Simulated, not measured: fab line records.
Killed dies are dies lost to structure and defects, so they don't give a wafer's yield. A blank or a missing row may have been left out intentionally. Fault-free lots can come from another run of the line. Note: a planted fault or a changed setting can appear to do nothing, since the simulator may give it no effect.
Split-lot study || flow n5Finfet || 21 wafers read across 7 lots, on a route 1938 steps long

== SPLIT DETAILS ==
At N5_MOL_CONTACT_COAG_PECVD_31 (deposits SiO2 from TEOS/O2, target thk 46 nm, time 8.9 s), the setting tempC was moved away from the recipe's 400 C on 8 of the 21 wafers read, by -4.4% to +3.1%. This setting was run at the recipe's value on the other wafers.

== FROM THE SPLIT TO THE READING: what the file shows between them, 4 steps ==
- N5_MOL_CONTACT_COAG_COAT_75: time 60 s, resist thk 60 nm
- N5_MOL_CONTACT_COAG_COAT_76: time 60 s, resist thk 10 nm
- N5_MOL_CONTACT_COAG_ETCHBACK_135: etches SiO2 in CHF3, target depth 25 nm, time 16.7 s
- N5_MOL_CONTACT_COAG_STRIP_118: strips in CHF3

== THE READING ==
etch.depthNm (the simulator's own value, which no gauge read), in nm, at N5_MOL_CONTACT_COAG_VIA_ETCH_46 (etches SiO2 in C4F6/O2, target depth 46 nm, overetch 9.2 nm, time 40 s). The file does not state a usual value for it. Across the 13 wafers here that went through the recipe, the average is 46.28 nm and the standard deviation 0.44 nm.

{"wafer": "L077.3", "tool, chamber at the split": "pecvd-02, 0", "tempC as run, C": 400, "against the recipe": "recipe", "etch.depthNm, nm": 46.36, "against lot-mates on the recipe": "-"}
{"wafer": "L077.4", "tool, chamber at the split": "pecvd-02, 1", "tempC as run, C": 412.3, "against the recipe": "+3.1%", "etch.depthNm, nm": 42.87, "against lot-mates on the recipe": -3.49}
{"wafer": "L077.5", "tool, chamber at the split": "pecvd-02, 2", "tempC as run, C": 412.3, "against the recipe": "+3.1%", "etch.depthNm, nm": 41.9, "against lot-mates on the recipe": -4.46}
{"wafer": "L079.3", "tool, chamber at the split": "pecvd-04, 1", "tempC as run, C": 400, "against the recipe": "recipe", "etch.depthNm, nm": 46.41, "against lot-mates on the recipe": "-"}
{"wafer": "L079.4", "tool, chamber at the split": "pecvd-04, 1,0", "tempC as run, C": 400, "against the recipe": "recipe", "etch.depthNm, nm": 46.86, "against lot-mates on the recipe": "-"}
{"wafer": "L079.6", "tool, chamber at the split": "pecvd-04, 1,0", "tempC as run, C": 400, "against the recipe": "recipe", "etch.depthNm, nm": 46.78, "against lot-mates on the recipe": "-"}
{"wafer": "L080.2", "tool, chamber at the split": "pecvd-04, 2", "tempC as run, C": 385, "against the recipe": "-3.7%", "etch.depthNm, nm": 48.82, "against lot-mates on the recipe": "+2.57"}
{"wafer": "L080.3", "tool, chamber at the split": "pecvd-04, 1", "tempC as run, C": 385, "against the recipe": "-3.7%", "etch.depthNm, nm": 49.08, "against lot-mates on the recipe": "+2.83"}
{"wafer": "L080.6", "tool, chamber at the split": "pecvd-04, 1", "tempC as run, C": 400, "against the recipe": "recipe", "etch.depthNm, nm": 46.25, "against lot-mates on the recipe": "-"}
{"wafer": "L083.2", "tool, chamber at the split": "pecvd-04, 0", "tempC as run, C": 385.5, "against the recipe": "-3.6%", "etch.depthNm, nm": 49.51, "against lot-mates on the recipe": "+3.88"}
{"wafer": "L083.3", "tool, chamber at the split": "pecvd-04, 1", "tempC as run, C": 400, "against the recipe": "recipe", "etch.depthNm, nm": 45.3, "against lot-mates on the recipe": "-"}
{"wafer": "L083.6", "tool, chamber at the split": "pecvd-04, 2", "tempC as run, C": 400, "against the recipe": "recipe", "etch.depthNm, nm": 45.97, "against lot-mates on the recipe": "-"}
{"wafer": "L087.3", "tool, chamber at the split": "pecvd-04, 1", "tempC as run, C": 382.3, "against the recipe": "-4.4%", "etch.depthNm, nm": 50.49, "against lot-mates on the recipe": "+4.32"}
{"wafer": "L087.4", "tool, chamber at the split": "pecvd-04, 0", "tempC as run, C": 400, "against the recipe": "recipe", "etch.depthNm, nm": 46.17, "against lot-mates on the recipe": "-"}
{"wafer": "L087.5", "tool, chamber at the split": "pecvd-04, 0", "tempC as run, C": 382.3, "against the recipe": "-4.4%", "etch.depthNm, nm": 51.21, "against lot-mates on the recipe": "+5.04"}
{"wafer": "L090.2", "tool, chamber at the split": "pecvd-04, 0,1", "tempC as run, C": 400, "against the recipe": "recipe", "etch.depthNm, nm": 46.43, "against lot-mates on the recipe": "-"}
{"wafer": "L090.4", "tool, chamber at the split": "pecvd-04, 0,1", "tempC as run, C": 400, "against the recipe": "recipe", "etch.depthNm, nm": 46.44, "against lot-mates on the recipe": "-"}
{"wafer": "L090.6", "tool, chamber at the split": "pecvd-04, 2", "tempC as run, C": 400, "against the recipe": "recipe", "etch.depthNm, nm": 46.85, "against lot-mates on the recipe": "-"}
{"wafer": "L094.2", "tool, chamber at the split": "pecvd-02, 1", "tempC as run, C": 391.2, "against the recipe": "-2.2%", "etch.depthNm, nm": 48.32, "against lot-mates on the recipe": "+2.42"}
{"wafer": "L094.4", "tool, chamber at the split": "pecvd-02, 1", "tempC as run, C": 400, "against the recipe": "recipe", "etch.depthNm, nm": 45.56, "against lot-mates on the recipe": "-"}
{"wafer": "L094.6", "tool, chamber at the split": "pecvd-02, 0", "tempC as run, C": 400, "against the recipe": "recipe", "etch.depthNm, nm": 46.24, "against lot-mates on the recipe": "-"}
Rows listing several chambers each stand for several wafers; the file does not say which wafer went through which chamber.

FIT RESULTS
A straight line over all 21 wafers: etch.depthNm changes by -0.995 nm for each +1% of tempC; r = -0.97; the points scatter about the line by 0.58 nm.
The same after taking each lot's own level away (the mean of its wafers on the recipe; 21 wafers): -1.04 nm for each +1%; r = -0.98; scatter 0.51 nm.
That fit puts the effect of the largest move of tempC on the reading at 4.6 nm.
The lots' own levels span 45.635 to 46.683 nm, that is 2.4 times the standard deviation above.
The two slopes agree, so the slope changes little with the lot-to-lot level.
Check: for one of the wafers moved furthest among these (-4.4%), held out of the fit, the line's prediction against its lot-mates is +4.45 nm. Against them it came out at +4.32 nm.

== ADDITIONAL SPLITS CARRIED BY THESE WAFERS ==
Note: prior to the reading, these wafers also went through further splits. Each is held against what the fit with the lots' levels taken away leaves over:
{"other split on the same wafers": "N5_FIN_CUT_ETCH_21 biasW", "wafers away from the commonest value": 7, "r with etch.depthNm (lot level and that fit taken away)": -0.30}
{"other split on the same wafers": "N5_DUMMY_GATE_COAT_28 spinRpm", "wafers away from the commonest value": 6, "r with etch.depthNm (lot level and that fit taken away)": "+0.05"}
{"other split on the same wafers": "N5_SD_ACTIVATION_LSA_01 tempC", "wafers away from the commonest value": 5, "r with etch.depthNm (lot level and that fit taken away)": "+0.07"}
{"other split on the same wafers": "N5_SDB_COAT_05 spinRpm", "wafers away from the commonest value": 7, "r with etch.depthNm (lot level and that fit taken away)": -0.20}
{"other split on the same wafers": "N5_HKMG_FIN_ETCH_55 biasW", "wafers away from the commonest value": 4, "r with etch.depthNm (lot level and that fit taken away)": "+0.13"}
{"other split on the same wafers": "N5_GATE_CUT_ALD_22 aldCycles", "wafers away from the commonest value": 3, "r with etch.depthNm (lot level and that fit taken away)": "+0.70"}
{"other split on the same wafers": "N5_MOL_CONTACT_COAG_ALD_123 aldCycles", "wafers away from the commonest value": 5, "r with etch.depthNm (lot level and that fit taken away)": "+0.09"}

== THE WHOLE CHAIN: every reading that the file lists as answering this split, in the file's order ==
{"step": "N5_MOL_CONTACT_COAG_PECVD_31", "what it does": "deposits SiO2 from TEOS/O2, target thk 46 nm, time 8.9 s", "reading": "SiO2_of_MOL_CONTACT_COAG_PECVD_31.thkNm (the simulator's own value, which no gauge read)", "change (the file's fit)": "-1.03 nm for each +1% of the setting", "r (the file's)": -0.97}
{"step": "N5_MOL_CONTACT_COAG_VIA_ETCH_46", "what it does": "etches SiO2 in C4F6/O2, target depth 46 nm, overetch 9.2 nm, time 40 s", "reading": "etch.depthNm (the simulator's own value, which no gauge read)", "change (the file's fit)": "-1.02 nm for each +1% of the setting", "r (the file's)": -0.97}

== FILE'S OWN FIT ==
etch.depthNm changes by -1.02 nm for each +1% of tempC, r = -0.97.
